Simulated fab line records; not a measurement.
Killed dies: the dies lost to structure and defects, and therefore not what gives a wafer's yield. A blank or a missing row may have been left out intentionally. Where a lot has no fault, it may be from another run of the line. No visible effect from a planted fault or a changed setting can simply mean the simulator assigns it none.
Lot-split experiment :: flow n5Finfet :: 21 wafers read across 7 lots, on a route 1938 steps long

== THE SPLIT ==
At N5_BEOL_M13_ILD_DEP_00 (deposits SiOC from DEMS/O2, target thk 837.92 nm, time 166.4 s), the setting timeS was moved away from the recipe's 166.4 s on 5 of the 21 wafers read, by -10.6% to +13.9%. This setting was run at the recipe's value on the other wafers.

== FROM THE SPLIT TO THE READING: what the file shows between them, 6 steps ==
- N5_BEOL_M13_THK_MEAS_01
- N5_BEOL_M13_COAT_58: time 60 s, resist thk 89 nm
- N5_BEOL_M13_COAT_04: resist thk 400 nm
- N5_BEOL_M13_DESCUM_15: chemistry O2, time 7.9 s
- N5_BEOL_M13_ETCH_59: etches BARC in N2/H2, target depth 89 nm, overetch 26.7 nm, time 67.9 s
- N5_BEOL_M13_VIA_ETCH_16: etches SiOC in C4F8/O2/Ar, target depth 921.7 nm

== THE READING ==
oesProductAu, in a.u., at N5_BEOL_M13_STRIP_63 (strips in N2/H2). Fault-free wafers of this fab line usually give 0.674 a.u., standard deviation 0.005 a.u.

wafer: L074.2
tool, chamber at the split: pecvd-03, 2
timeS as run, s: 185.9
against the recipe: +11.7%
oesProductAu, a.u.: 0.659
against lot-mates on the recipe: -0.016

wafer: L074.3
tool, chamber at the split: pecvd-03, 0
timeS as run, s: 166.4
against the recipe: recipe
oesProductAu, a.u.: 0.675
against lot-mates on the recipe: -

wafer: L074.6
tool, chamber at the split: pecvd-03, 2
timeS as run, s: 166.4
against the recipe: recipe
oesProductAu, a.u.: 0.674
against lot-mates on the recipe: -

wafer: L076.1
tool, chamber at the split: pecvd-03, 1
timeS as run, s: 166.4
against the recipe: recipe
oesProductAu, a.u.: 0.676
against lot-mates on the recipe: -

wafer: L076.3
tool, chamber at the split: pecvd-03, 0
timeS as run, s: 148.7
against the recipe: -10.6%
oesProductAu, a.u.: 0.686
against lot-mates on the recipe: +0.011

wafer: L076.5
tool, chamber at the split: pecvd-03, 2
timeS as run, s: 166.4
against the recipe: recipe
oesProductAu, a.u.: 0.673
against lot-mates on the recipe: -

wafer: L077.1
tool, chamber at the split: pecvd-03, 0
timeS as run, s: 166.4
against the recipe: recipe
oesProductAu, a.u.: 0.678
against lot-mates on the recipe: -

wafer: L077.3
tool, chamber at the split: pecvd-03, 1
timeS as run, s: 166.4
against the recipe: recipe
oesProductAu, a.u.: 0.676
against lot-mates on the recipe: -

wafer: L077.5
tool, chamber at the split: pecvd-03, 1
timeS as run, s: 166.4
against the recipe: recipe
oesProductAu, a.u.: 0.671
against lot-mates on the recipe: -

wafer: L087.3
tool, chamber at the split: pecvd-03, 1
timeS as run, s: 166.4
against the recipe: recipe
oesProductAu, a.u.: 0.678
against lot-mates on the recipe: -

wafer: L087.4
tool, chamber at the split: pecvd-03, 2
timeS as run, s: 166.4
against the recipe: recipe
oesProductAu, a.u.: 0.680
against lot-mates on the recipe: -

wafer: L087.6
tool, chamber at the split: pecvd-03, 1
timeS as run, s: 166.4
against the recipe: recipe
oesProductAu, a.u.: 0.674
against lot-mates on the recipe: -

wafer: L090.2
tool, chamber at the split: pecvd-01, 2
timeS as run, s: 166.4
against the recipe: recipe
oesProductAu, a.u.: 0.675
against lot-mates on the recipe: -

wafer: L090.4
tool, chamber at the split: pecvd-01, 2
timeS as run, s: 166.4
against the recipe: recipe
oesProductAu, a.u.: 0.676
against lot-mates on the recipe: -

wafer: L090.5
tool, chamber at the split: pecvd-01, 0
timeS as run, s: 189.6
against the recipe: +13.9%
oesProductAu, a.u.: 0.649
against lot-mates on the recipe: -0.026

wafer: L089.2
tool, chamber at the split: pecvd-02, 2
timeS as run, s: 166.4
against the recipe: recipe
oesProductAu, a.u.: 0.673
against lot-mates on the recipe: -

wafer: L089.4
tool, chamber at the split: pecvd-02, 1
timeS as run, s: 166.4
against the recipe: recipe
oesProductAu, a.u.: 0.664
against lot-mates on the recipe: -

wafer: L089.6
tool, chamber at the split: pecvd-02, 0
timeS as run, s: 166.4
against the recipe: recipe
oesProductAu, a.u.: 0.675
against lot-mates on the recipe: -

wafer: L091.1
tool, chamber at the split: pecvd-02, 1
timeS as run, s: 166.4
against the recipe: recipe
oesProductAu, a.u.: 0.677
against lot-mates on the recipe: -

wafer: L091.2
tool, chamber at the split: pecvd-02, 2
timeS as run, s: 153.7
against the recipe: -7.6%
oesProductAu, a.u.: 0.682
against lot-mates on the recipe: +0.005

wafer: L091.3
tool, chamber at the split: pecvd-02, 0
timeS as run, s: 153.7
against the recipe: -7.6%
oesProductAu, a.u.: 0.691
against lot-mates on the recipe: +0.014

THE FIT
A straight line over all 21 wafers: oesProductAu changes by -0.0015 a.u. for each +1% of timeS; r = -0.90; the points scatter about the line by 0.0039 a.u.
The same after taking each lot's own level away (the mean of its wafers on the recipe; 21 wafers): -0.00146 a.u. for each +1%; r = -0.92; scatter 0.0034 a.u.
Per that fit: largest timeS move, reading shift of 0.02 a.u.
The lots' own levels span 0.6707 to 0.6773 a.u., that is 1.3 times the standard deviation above.
Consequently the slope shifts little with the lot-to-lot level, the two slopes agreeing.
Check: -0.0172 a.u. against its lot-mates is what the line predicts for one of the wafers moved furthest among these (+13.9%) when that wafer is left out of the fit. Against them it came out at -0.0265 a.u.

== THE WHOLE CHAIN: every reading that the file lists as answering this split, in the file's order ==
step: N5_BEOL_M13_ILD_DEP_00
what it does: deposits SiOC from DEMS/O2, target thk 837.92 nm, time 166.4 s
reading: SiOC_of_BEOL_M13_ILD_DEP_00.thkNm (the simulator's own value, which no gauge read)
change (the file's fit): +9.02 nm for each +1% of the setting
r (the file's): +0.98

step: N5_BEOL_M13_THK_MEAS_01
what it does: 
reading: M13_ILD_THK
change (the file's fit): +9.02 for each +1% of the setting
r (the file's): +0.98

step: N5_BEOL_M13_VIA_ETCH_16
what it does: etches SiOC in C4F8/O2/Ar, target depth 921.7 nm
reading: etch.depthNm (the simulator's own value, which no gauge read)
change (the file's fit): +9.01 nm for each +1% of the setting
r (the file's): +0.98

step: N5_BEOL_M13_VIA_ETCH_16
what it does: etches SiOC in C4F8/O2/Ar, target depth 921.7 nm
reading: coat_of_BEOL_M13_COAT_04.thkNm (the simulator's own value, which no gauge read)
change (the file's fit): -2.69 nm for each +1% of the setting
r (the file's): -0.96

step: N5_BEOL_M13_STRIP_63
what it does: strips in N2/H2
reading: oesProductAu
change (the file's fit): -0.00147 a.u. for each +1% of the setting
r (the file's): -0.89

step: N5_BEOL_M13_STRIP_63
what it does: strips in N2/H2
reading: stripTimeToEndpointS
change (the file's fit): withheld for each +1% of the setting
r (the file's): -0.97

== THE FILE'S OWN FIT ==
oesProductAu changes by -0.00147 a.u. for each +1% of timeS, r = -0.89.
